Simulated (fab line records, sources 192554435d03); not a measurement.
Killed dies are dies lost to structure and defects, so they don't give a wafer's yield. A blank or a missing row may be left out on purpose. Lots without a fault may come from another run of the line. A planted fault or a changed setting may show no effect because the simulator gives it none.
Problem report in the 8D (eight disciplines) form, filled by code | flow n5_finfet | the parts of the form that need people (team, actions taken, sign-off) are left out

1. THE PROBLEM
bias_w at N5_BEOL_M13_ETCH_67 reads a mean of 41.02 W on 6 wafers of 2 lots; wafers without a fault read 36.01 W with a standard deviation of 0.099. That is +51 standard deviations from the usual mean.
The step: etches SiARC in CF4, target depth 143 nm, time 238.3 s.
First seen on wafer L429.2, day 14 08:47, on rie_diel-04. The record holds 29 wafers of 10 lots with a number at this step. Rule for "out", or "out of limits": more than 4 standard deviations from the usual mean. The other wafers with a number count as sound.

2. WHAT IT IS AND WHAT IT IS NOT
question                    | is                     | is not
which readings at this step | bias_w, rf_vpp_V       | drypump_motor_current_A, etch_rf_on_time_s, oes_product_au, showerhead_plenum_p_Torr, throttle_valve_pct
which lots                  | L429, L430             | L423, L424, L426, L428, L432, L443, L444, L445
which wafers of those lots  | all that have a number | -
read on which tools         | rie_diel-04            | rie_diel-01, rie_diel-05
when                        | from day 14 08:47      | up to then (12 sound wafers); but 11 sound wafers of L432, L443, L444, L445 came after

3. SUSPECTS, AND WHAT RULES EACH OUT
Counting: a tool at a process step up to the reading stays a suspect if it ran every lot that is out and no sound lot after the first of them.
- rie_diel-04 at N5_BEOL_M13_ETCH_67 (etches SiARC in CF4, target depth 143 nm, time 238.3 s): ruled out as a lasting fault. Sound lots L443, L444 ran on it after its first lot that is out, L429 (day 14 08:47).
Left after counting: nothing in the record.

4. THE CAUSE (what the simulator had put in)
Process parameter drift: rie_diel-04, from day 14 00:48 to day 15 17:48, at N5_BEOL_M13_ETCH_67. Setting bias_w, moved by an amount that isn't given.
Counting ruled it out, wrongly.

5. THE CHAIN OF EFFECTS, in route order
Each row: a reading whose mean over the struck wafers that have a number lies more than 3 standard deviations from the usual. Only readings for which the record gives a usual standard deviation are gone through. hours: the time from each lot's start at the first step in this table that gives one to its start at this step, as a median over the lots. sigmas: the change in usual standard deviations.
hours | step                | reading  | usual   | on struck wafers | change | sigmas
0     | N5_BEOL_M13_ETCH_67 | bias_w   | 36.01 W | 41.02            | +5.01  | +51
0     | N5_BEOL_M13_ETCH_67 | rf_vpp_V | 183.9 V | 199.5            | +15.6  | +14
The process steps in it:
- N5_BEOL_M13_ETCH_67: etches SiARC in CF4, target depth 143 nm, time 238.3 s.

6. WHAT WOULD HAVE CAUGHT IT SOONER
In this record the first reading out of limits was taken at day 14 08:47, 8 hours after the fault began at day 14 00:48.
